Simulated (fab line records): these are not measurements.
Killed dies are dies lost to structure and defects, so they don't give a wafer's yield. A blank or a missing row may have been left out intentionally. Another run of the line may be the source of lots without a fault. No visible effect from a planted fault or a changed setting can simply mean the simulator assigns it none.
One fault seen from 2 desks	flow n5_finfet	numbers are kept per desk, each desk with only its own; the story behind them comes last

## FROM THE METROLOGY DESK
Means of the sampled wafers that have a number, per lot and without regard to the tool the lot ran on: this is what the gauges read. The brackets show how far a lot's mean lies from the usual mean; more than 4 standard deviations puts the lot out of limits, marked OUT.
Columns: A = M10_THK at N5_BEOL_M10_THK_MEAS_53, usual 143.3 nm; B = M10_RS at N5_BEOL_M10_RS_MEAS_57, usual 0.1506 ohm/sq; C = M11_OVL at N5_BEOL_M11_OVL_MEAS_12, usual 0.2 nm
lot	first seen here	A	B	C
L824	day 10 17:15	142.7	0.1506	1.1
L825	day 10 18:44	146.5	0.1497	0.1
L823	day 10 20:51	142.4	0.1514	-0.0
L826	day 11 01:22	144.5	0.1470	0.3
L827	day 11 01:52	145.5	0.1480	0.5
L829	day 12 01:10	141.5	0.1544	1.1
L832	day 12 18:23	142.8	0.1523	0.5
L833	day 13 01:52	142.2	0.1515	0.0
L841	day 15 02:12	141.6	0.1506	11.9 (+14) OUT
L843	day 16 01:08	145.0	0.1494	12.2 (+14) OUT
L845	day 16 01:39	143.2	0.1519	-0.8
This desk's finding: out of limits on L841, L843; first on L841, day 15 05:55 (M11_OVL at N5_BEOL_M11_OVL_MEAS_12). L824, L825, L823, L826, L827, L829, L832, L833, L845 stayed within limits.

## AT THE TOOL OWNER'S DESK: arfi_scanner-01
The tool's own readings at N5_BEOL_M11_EXPOSE_08 (exposes mask M11): means of the sampled wafers that have a number, for each lot that ran on this tool. The brackets show how far a lot's mean lies from the usual mean; more than 4 standard deviations puts the lot out of limits, marked OUT.
Columns: A = stage_vel_mm_s at N5_BEOL_M11_EXPOSE_08, usual 499.96 mm/s
lot	first seen here	A
L824	day 10 20:09	500.13
L825	day 10 20:35	499.76
L829	day 12 03:27	499.71
L832	day 12 20:16	500.00
L833	day 13 03:50	500.08
L841	day 15 05:46	499.70
L843	day 16 05:20	500.04
Finding of this desk: none of the 7 lots has anything out of limits.

## PUT TOGETHER
The metrology desk could have raised an alarm at day 15 05:55, on L841, L843.
The desk of the tool owner found nothing out of limits.
On record at the tool owner's desk: L841, L843, within its limits.
N5_BEOL_M11_EXPOSE_08 was run on arfi_scanner-01 by each of the lots named.

## WHAT WAS PUT IN BY THE SIMULATOR
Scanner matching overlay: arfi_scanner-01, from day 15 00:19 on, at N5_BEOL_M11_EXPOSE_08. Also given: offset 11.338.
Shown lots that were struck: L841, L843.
Time in hours between the start of the fault and the first out-of-limits reading at each desk: metrology desk, 6.
